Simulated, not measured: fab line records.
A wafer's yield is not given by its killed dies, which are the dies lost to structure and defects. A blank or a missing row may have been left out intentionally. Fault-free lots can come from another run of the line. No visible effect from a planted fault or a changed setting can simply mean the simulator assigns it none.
fab line records + flow nand-harc
record:
- lots: 7
- wafers: 19
- last-day: 27
route steps=1159 shown A_ZERO_WELL@412 A_SOURCE_PLATE@413 A_ONON_D1@424 END@1159
lots with no fault: from the same line, run without faults
start-h: start of the lot's first displayed wafer, in hours after the record's first day + wait-h: how many hours have passed since the lot's step before this one + " same as the row above + L1.1+2: a single row standing in for several wafers + - no value present, or no start provided + * or withheld: withheld + < > ~ a bound
route shown NAME@n: a module of which the file shows steps, and the number in the route of the first + usual: mean/standard deviation taken from wafers without a fault + same: alike in all rows + chamber/n: place in a boat + sites: per-site readings + _std_site: their standard deviation + _edge_site: outer sites' mean less inner sites' + radius-mm: for every site, how far away it sits from the centre of the wafer + mask NAME#n: copy n + behind: the tool/chamber that last shaped the wafer + hold: what put the lot on hold/how long, in hours/how the hold closed + device: which transistor (n, p or np) failed to switch + end of line: tests of these same wafers at the route's end + step lacking rows: just its recipe + killed: the dies lost at the first sort to structure and to defects; this is not the yield of the wafer + map: shows each die of a wafer: x if killed, . if not, _ if none is there
set.NAME: the setting the step ran with; set.NAME@STEP: the setting that earlier step ran with + model.NAME: the simulator's own value behind a step, which no gauge read
a table for each step, a row for each wafer; lots at some steps of the route
services: when a tool's chamber went out of use (start-h, in hours from the record's first day, below 0 if earlier), for how many hours, and the reason
== steps ==
step: NHARC_A_ZERO_WELL_INSPECT_17
usual:
- raw-defect-count: 10/4.9
| lot.wafer | tool              | chamber | start-h | wait-h | raw-defect-count |
|-----------|-------------------|---------|---------|--------|------------------|
| L256.2    | defect-inspect-02 | -       | 124.55  | 0.1    | 19               |
| L256.3    | "                 | -       | "       | "      | 11               |
| L256.4    | "                 | -       | "       | "      | 15               |
| L263.1    | defect-inspect-02 | -       | 180.02  | 0.2    | 12               |
| L263.5    | "                 | -       | "       | "      | 18               |
| L266.2    | defect-inspect-02 | -       | 187.28  | 0.1    | 12               |
| L266.6    | "                 | -       | "       | "      | 9                |
| L268.1    | defect-inspect-02 | -       | 215.38  | 0.2    | 4                |
| L268.3    | "                 | -       | "       | "      | 3                |
| L268.5    | "                 | -       | "       | "      | 12               |
| L276.2    | defect-inspect-02 | -       | 251.51  | 0.1    | 6                |
| L276.3    | "                 | -       | "       | "      | 4                |
| L276.4    | "                 | -       | "       | "      | 6                |
| L277.3    | defect-inspect-01 | -       | 261.04  | 0.1    | 16               |
| L277.4    | "                 | -       | "       | "      | 21               |
| L277.5    | "                 | -       | "       | "      | 19               |
| L279.1    | defect-inspect-01 | -       | 280.62  | 0.2    | 5                |
| L279.2    | "                 | -       | "       | "      | 8                |
| L279.5    | "                 | -       | "       | "      | 5                |
step: NHARC_A_SOURCE_PLATE_PRECLEAN_00
recipe:
- time-s: 60
- chemistry: HF-LAST
step: NHARC_A_SOURCE_PLATE_SRD_01
step: NHARC_A_SOURCE_PLATE_OXIDE_02
recipe:
- target-thk-a: 100
- temp-c: 900
- ox-time-s: 1362
- material: SiO2
step: NHARC_A_SOURCE_PLATE_THK_MEAS_09
recipe:
- thk-meas-gauge: ellipsometry
usual:
- thk-nm: 9.7/1
| lot.wafer | tool          | chamber | start-h | wait-h | thk-nm |
|-----------|---------------|---------|---------|--------|--------|
| L256.2    | film-metro-02 | -       | 132.22  | 0.4    | 8.5    |
| L256.3    | "             | -       | "       | "      | 10.0   |
| L256.4    | "             | -       | "       | "      | 8.7    |
| L263.1    | film-metro-02 | -       | 184.49  | 0.4    | 10.4   |
| L263.5    | "             | -       | "       | "      | 9.8    |
| L266.2    | film-metro-01 | -       | 198.53  | 0.4    | 9.0    |
| L266.6    | "             | -       | "       | "      | 9.7    |
| L268.1    | film-metro-02 | -       | 221.10  | 0.4    | 10.5   |
| L268.3    | "             | -       | "       | "      | 9.9    |
| L268.5    | "             | -       | "       | "      | 8.6    |
| L276.2    | film-metro-02 | -       | 258.61  | 0.4    | 8.7    |
| L276.3    | "             | -       | "       | "      | 10.7   |
| L276.4    | "             | -       | "       | "      | 10.3   |
| L277.3    | film-metro-01 | -       | 268.73  | 0.4    | 10.1   |
| L277.4    | "             | -       | "       | "      | 10.8   |
| L277.5    | "             | -       | "       | "      | 10.0   |
| L279.1    | film-metro-01 | -       | 287.01  | 0.4    | 7.9    |
| L279.2    | "             | -       | "       | "      | 9.5    |
| L279.5    | "             | -       | "       | "      | 10.1   |
step: NHARC_A_SOURCE_PLATE_PVD_04
recipe:
- target-thk-a: 500
- material: WSi2
step: NHARC_A_SOURCE_PLATE_CVD_03
recipe:
- target-thk-a: 2000
- temp-c: 620
- pressure-mtorr: 200
- time-s: 4000
- material: poly-Si
step: NHARC_A_SOURCE_PLATE_ANNEAL_05
recipe:
- temp-c: 850
- time-s: 1800
step: NHARC_A_SOURCE_PLATE_THK_MEAS_06
recipe:
- thk-meas-gauge: ellipsometry
usual:
- thk-nm: 199.5/1.8
| lot.wafer | tool          | chamber | start-h | wait-h | thk-nm |
|-----------|---------------|---------|---------|--------|--------|
| L256.2    | film-metro-02 | -       | 145.28  | 0.4    | 196.6  |
| L256.3    | "             | -       | "       | "      | 197.5  |
| L256.4    | "             | -       | "       | "      | 195.1  |
| L263.1    | film-metro-01 | -       | 199.33  | 0.4    | 198.8  |
| L263.5    | "             | -       | "       | "      | 199.6  |
| L266.2    | film-metro-02 | -       | 213.83  | 0.4    | 199.8  |
| L266.6    | "             | -       | "       | "      | 199.2  |
| L268.1    | film-metro-01 | -       | 233.90  | 0.4    | 200.9  |
| L268.3    | "             | -       | "       | "      | 198.8  |
| L268.5    | "             | -       | "       | "      | 198.9  |
| L276.2    | film-metro-02 | -       | 272.31  | 0.4    | 199.8  |
| L276.3    | "             | -       | "       | "      | 198.0  |
| L276.4    | "             | -       | "       | "      | 202.2  |
| L277.3    | film-metro-02 | -       | 281.71  | 0.4    | 199.0  |
| L277.4    | "             | -       | "       | "      | 200.0  |
| L277.5    | "             | -       | "       | "      | 198.6  |
| L279.1    | film-metro-01 | -       | 300.59  | 0.4    | 195.2  |
| L279.2    | "             | -       | "       | "      | 198.8  |
| L279.5    | "             | -       | "       | "      | 198.3  |
step: NHARC_A_SOURCE_PLATE_INSPECT_08
usual:
- raw-defect-count: 55/21
| lot.wafer | tool              | chamber | start-h | wait-h | raw-defect-count |
|-----------|-------------------|---------|---------|--------|------------------|
| L256.2    | defect-inspect-01 | -       | 145.35  | 0.0    | 84               |
| L256.3    | "                 | -       | "       | "      | 56               |
| L256.4    | "                 | -       | "       | "      | 124              |
| L263.1    | defect-inspect-01 | -       | 199.40  | 0.0    | 59               |
| L263.5    | "                 | -       | "       | "      | 50               |
| L266.2    | defect-inspect-01 | -       | 213.90  | 0.0    | 30               |
| L266.6    | "                 | -       | "       | "      | 68               |
| L268.1    | defect-inspect-02 | -       | 233.99  | 0.0    | 32               |
| L268.3    | "                 | -       | "       | "      | 26               |
| L268.5    | "                 | -       | "       | "      | 25               |
| L276.2    | defect-inspect-02 | -       | 272.40  | 0.0    | 34               |
| L276.3    | "                 | -       | "       | "      | 52               |
| L276.4    | "                 | -       | "       | "      | 45               |
| L277.3    | defect-inspect-01 | -       | 281.77  | 0.0    | 54               |
| L277.4    | "                 | -       | "       | "      | 82               |
| L277.5    | "                 | -       | "       | "      | 72               |
| L279.1    | defect-inspect-01 | -       | 300.66  | 0.0    | 59               |
| L279.2    | "                 | -       | "       | "      | 69               |
| L279.5    | "                 | -       | "       | "      | 43               |
step: NHARC_A_ONON_D1_DEP_00
recipe:
- target-thk-a: 10000
- n2-flow-sccm: 2750
- n2o-flow-sccm: 2000
- nh3-flow-sccm: 500
- sih4-flow-sccm: 210
- temp-c: 400
| lot.wafer  | tool          | chamber | start-h | wait-h |
|------------|---------------|---------|---------|--------|
| L256.2+3+4 | pecvd-onon-04 | 0       | 145.48  | 0.1    |
| L263.1+5   | pecvd-onon-03 | 0       | 199.46  | 0.1    |
| L266.2+6   | pecvd-onon-03 | 0       | 214.02  | 0.1    |
| L268.1+3+5 | pecvd-onon-03 | 0       | 234.05  | 0.1    |
| L276.2+3+4 | pecvd-onon-04 | 0       | 272.52  | 0.1    |
| L277.3+4+5 | pecvd-onon-04 | 0       | 281.95  | 0.2    |
| L279.1+2+5 | pecvd-onon-03 | 0       | 300.72  | 0.1    |
step: NHARC_A_ONON_D1_THK_MEAS_02
recipe:
- thk-meas-gauge: ellipsometry
usual:
- thk-nm: 998/10
| lot.wafer | tool          | chamber | start-h | wait-h | thk-nm |
|-----------|---------------|---------|---------|--------|--------|
| L256.2    | film-metro-02 | -       | 145.93  | -      | 995    |
| L256.3    | "             | -       | "       | "      | 996    |
| L256.4    | "             | -       | "       | "      | 994    |
| L263.1    | film-metro-01 | -       | 199.98  | -      | 1001   |
| L263.5    | "             | -       | "       | "      | 684    |
| L266.2    | film-metro-02 | -       | 214.47  | -      | 1005   |
| L266.6    | "             | -       | "       | "      | 690    |
| L268.1    | film-metro-01 | -       | 234.56  | -      | 978    |
| L268.3    | "             | -       | "       | "      | 978    |
| L268.5    | "             | -       | "       | "      | 663    |
| L276.2    | film-metro-02 | -       | 272.98  | -      | 989    |
| L276.3    | "             | -       | "       | "      | 990    |
| L276.4    | "             | -       | "       | "      | 990    |
| L277.3    | film-metro-02 | -       | 282.35  | -      | 992    |
| L277.4    | "             | -       | "       | "      | 992    |
| L277.5    | "             | -       | "       | "      | 992    |
| L279.1    | film-metro-02 | -       | 301.24  | -      | 991    |
| L279.2    | "             | -       | "       | "      | 995    |
| L279.5    | "             | -       | "       | "      | 993    |
step: NHARC_A_ONON_D1_DEP_03
recipe:
- target-thk-a: 10000
- n2-flow-sccm: 2750
- n2o-flow-sccm: 2000
- nh3-flow-sccm: 500
- sih4-flow-sccm: 210
- temp-c: 400
step: NHARC_END_SORT_01
recipe:
- temp-c: 25
usual:
- killed-at-array: 28/11
- killed-at-other: 0.9/1.2
- killed-at-periphery: 2.6/2.1
- killed-dies: 31/11
- killed-open: 3.1/1.7
- killed-short: 1.9/1.3
same:
- gross-dies: 677
| lot.wafer | tool      | chamber | start-h | wait-h | killed-at-array | killed-at-other | killed-at-periphery | killed-dies | killed-open | killed-short |
|-----------|-----------|---------|---------|--------|-----------------|-----------------|---------------------|-------------|-------------|--------------|
| L266.2    | prober-02 | 0       | 565.41  | 2.8    | 38              | 0               | 4                   | 42          | 5           | 3            |
| L266.6    | prober-02 | 0       | 568.59  | 4.0    | 675             | 1               | 1                   | 677         | 2           | 2            |
| L263.1    | prober-02 | 0       | 586.33  | 2.5    | 10              | 3               | 1                   | 14          | 4           | 3            |
| L263.5    | prober-02 | 0       | 589.55  | 3.7    | 676             | 1               | 0                   | 677         | 4           | 2            |
| L268.1    | prober-01 | 0       | 593.59  | 2.5    | 30              | 1               | 1                   | 32          | 3           | 0            |
| L268.3    | prober-01 | 0       | 595.20  | 3.1    | 32              | 0               | 1                   | 33          | 4           | 3            |
| L268.5    | prober-01 | 0       | 596.82  | 3.7    | 674             | 0               | 3                   | 677         | 6           | 2            |
killed by level:class
L266.2 A_CHANNEL_HOLE_D1:chamber-film-flake=17 A_CONTACT:chamber-film-flake=7 A_M0:chamber-film-flake=6 A_STAIRCASE:chamber-film-flake=2 P_CONTACT:geometric-particle:open=1 P_CONTACT:geometric-particle:short=1 P_M0:geometric-particle:open=1 A_ONON_D1:geometric-particle:short=1
L266.6 A_ONON_D1:area-dep=644 A_CHANNEL_HOLE_D1:chamber-film-flake=20 A_CONTACT:chamber-film-flake=6 A_SGD_CUT:geometric-particle:short=2 A_STAIRCASE:chamber-film-flake=2 P_CONTACT:geometric-particle:open=1 A_M0:geometric-particle:open=1 THIN_TSV:chamber-film-flake=1
L263.1 THIN_TSV:chamber-film-flake=3 A_M0:geometric-particle:open=2 P_M0:geometric-particle:open=1 A_ONON_D1:geometric-particle:open=1 A_SGD_CUT:geometric-particle:short=1 A_WL_FILL:geometric-particle:short=1 A_CONTACT:geometric-particle:short=1 A_CHANNEL_HOLE_D1:chamber-film-flake=1
L263.5 A_ONON_D1:area-dep=660 A_CHANNEL_HOLE_D1:chamber-film-flake=4 A_CONTACT:chamber-film-flake=3 A_M0:geometric-particle:open=2 A_M0:chamber-film-flake=2 A_CHANNEL_HOLE_D1:geometric-particle:short=1 A_CHANNEL_HOLE_D1:geometric-particle:open=1 A_CONTACT:geometric-particle:open=1
L268.1 A_SLIT:chamber-film-flake=12 A_CHANNEL_HOLE_D1:chamber-film-flake=10 A_CONTACT:geometric-particle:open=3 A_CHANNEL_FILL_D1:chamber-film-flake=3 P_M2:chamber-film-flake=1 A_ZERO_WELL:chamber-film-flake=1 A_STAIRCASE:chamber-film-flake=1 THIN_TSV:chamber-film-flake=1
L268.3 A_CHANNEL_HOLE_D1:chamber-film-flake=9 A_SLIT:chamber-film-flake=8 A_CHANNEL_FILL_D1:chamber-film-flake=3 A_CHANNEL_FILL_D1:geometric-particle:open=2 A_WL_FILL:chamber-film-flake=2 A_CONTACT:chamber-film-flake=2 P_CONTACT:geometric-particle:open=1 A_SOURCE_PLATE:geometric-particle:short=1
L268.5 A_ONON_D1:area-dep=649 A_SLIT:chamber-film-flake=11 A_CHANNEL_HOLE_D1:chamber-film-flake=3 A_CHANNEL_FILL_D1:geometric-particle:open=2 A_CHANNEL_FILL_D1:chamber-film-flake=2 A_CONTACT:chamber-film-flake=2 P_CONTACT:geometric-particle:open=1 P_M0:geometric-particle:short=1
map L263.5 (x killed, . not)
____________x____________
_________xxxxxxx_________
_______xxxxxxxxxxx_______
______xxxxxxxxxxxxx______
_____xxxxxxxxxxxxxxx_____
____xxxxxxxxxxxxxxxxx____
____xxxxxxxxxxxxxxxxx____
___xxxxxxxxxxxxxxxxxxx___
___xxxxxxxxxxxxxxxxxxx___
__xxxxxxxxxxxxxxxxxxxxx__
__xxxxxxxxxxxxxxxxxxxxx__
_xxxxxxxxxxxxxxxxxxxxxxx_
_xxxxxxxxxxxxxxxxxxxxxxx_
_xxxxxxxxxxxxxxxxxxxxxxx_
_xxxxxxxxxxxxxxxxxxxxxxx_
_xxxxxxxxxxxxxxxxxxxxxxx_
xxxxxxxxxxxxxxxxxxxxxxxxx
xxxxxxxxxxxxxxxxxxxxxxxxx
xxxxxxxxxxxxxxxxxxxxxxxxx
xxxxxxxxxxxxxxxxxxxxxxxxx
xxxxxxxxxxxxxxxxxxxxxxxxx
_xxxxxxxxxxxxxxxxxxxxxxx_
_xxxxxxxxxxxxxxxxxxxxxxx_
_xxxxxxxxxxxxxxxxxxxxxxx_
_xxxxxxxxxxxxxxxxxxxxxxx_
_xxxxxxxxxxxxxxxxxxxxxxx_
__xxxxxxxxxxxxxxxxxxxxx__
__xxxxxxxxxxxxxxxxxxxxx__
___xxxxxxxxxxxxxxxxxxx___
___xxxxxxxxxxxxxxxxxxx___
____xxxxxxxxxxxxxxxxx____
____xxxxxxxxxxxxxxxxx____
_____xxxxxxxxxxxxxxx_____
______xxxxxxxxxxxxx______
_______xxxxxxxxxxx_______
_________xxxxxxx_________
____________x____________
map L266.6 (x killed, . not)
____________x____________
_________xxxxxxx_________
_______xxxxxxxxxxx_______
______xxxxxxxxxxxxx______
_____xxxxxxxxxxxxxxx_____
____xxxxxxxxxxxxxxxxx____
____xxxxxxxxxxxxxxxxx____
___xxxxxxxxxxxxxxxxxxx___
___xxxxxxxxxxxxxxxxxxx___
__xxxxxxxxxxxxxxxxxxxxx__
__xxxxxxxxxxxxxxxxxxxxx__
_xxxxxxxxxxxxxxxxxxxxxxx_
_xxxxxxxxxxxxxxxxxxxxxxx_
_xxxxxxxxxxxxxxxxxxxxxxx_
_xxxxxxxxxxxxxxxxxxxxxxx_
_xxxxxxxxxxxxxxxxxxxxxxx_
xxxxxxxxxxxxxxxxxxxxxxxxx
xxxxxxxxxxxxxxxxxxxxxxxxx
xxxxxxxxxxxxxxxxxxxxxxxxx
xxxxxxxxxxxxxxxxxxxxxxxxx
xxxxxxxxxxxxxxxxxxxxxxxxx
_xxxxxxxxxxxxxxxxxxxxxxx_
_xxxxxxxxxxxxxxxxxxxxxxx_
_xxxxxxxxxxxxxxxxxxxxxxx_
_xxxxxxxxxxxxxxxxxxxxxxx_
_xxxxxxxxxxxxxxxxxxxxxxx_
__xxxxxxxxxxxxxxxxxxxxx__
__xxxxxxxxxxxxxxxxxxxxx__
___xxxxxxxxxxxxxxxxxxx___
___xxxxxxxxxxxxxxxxxxx___
____xxxxxxxxxxxxxxxxx____
____xxxxxxxxxxxxxxxxx____
_____xxxxxxxxxxxxxxx_____
______xxxxxxxxxxxxx______
_______xxxxxxxxxxx_______
_________xxxxxxx_________
____________x____________
== services ==
| tool          | chamber | start-h | hours | kind |
|---------------|---------|---------|-------|------|
| pecvd-onon-03 | -       | 153.00  | 13.0  | pm   |
| pecvd-onon-04 | -       | 237.00  | 13.0  | pm   |
== key ==
first-sign:
- step: NHARC_A_ONON_D1_THK_MEAS_02
- reading: thk-nm
- direction: down
- sigmas: 31
- usual: 998
- struck: 679
effect:
- step: NHARC_END_SORT_01
- reading: killed-at-array
- direction: up
- sigmas: 60
- usual: 28
- struck: 675
more-kills-born-at:
- NHARC_A_ONON_D1_DEP_00@pecvd-onon-03: 1953
met-at NHARC_A_ONON_D1_DEP_00
struck-wafers L263.5,L266.6,L268.5
later-rows-left-out L263.5,L266.6,L268.5
tester-left-out L263,L266,L268
fault:
- kind: process-parameter-drift
- tool: pecvd-onon-03
- chamber: -
- onset-h: 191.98
- steps: NHARC_A_ONON_D1_DEP_00
- channel: target-thk-a
- offset: *
- shape: step
- end-h: 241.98
- scope: struck-wafers-only
- acts-in: *
- stated: *
tester-left-out: of these lots the tester's yield and bins aren't shown, on N5 and GAA mostly nor the transistor test; their killed dies are dies lost to structure and defects alone, not to doping, threshold or leakage, so they don't give the yield
later-rows-left-out: the simulator's readings of these wafers behind a module that went badly wrong aren't trusted and aren't shown, but for the sort
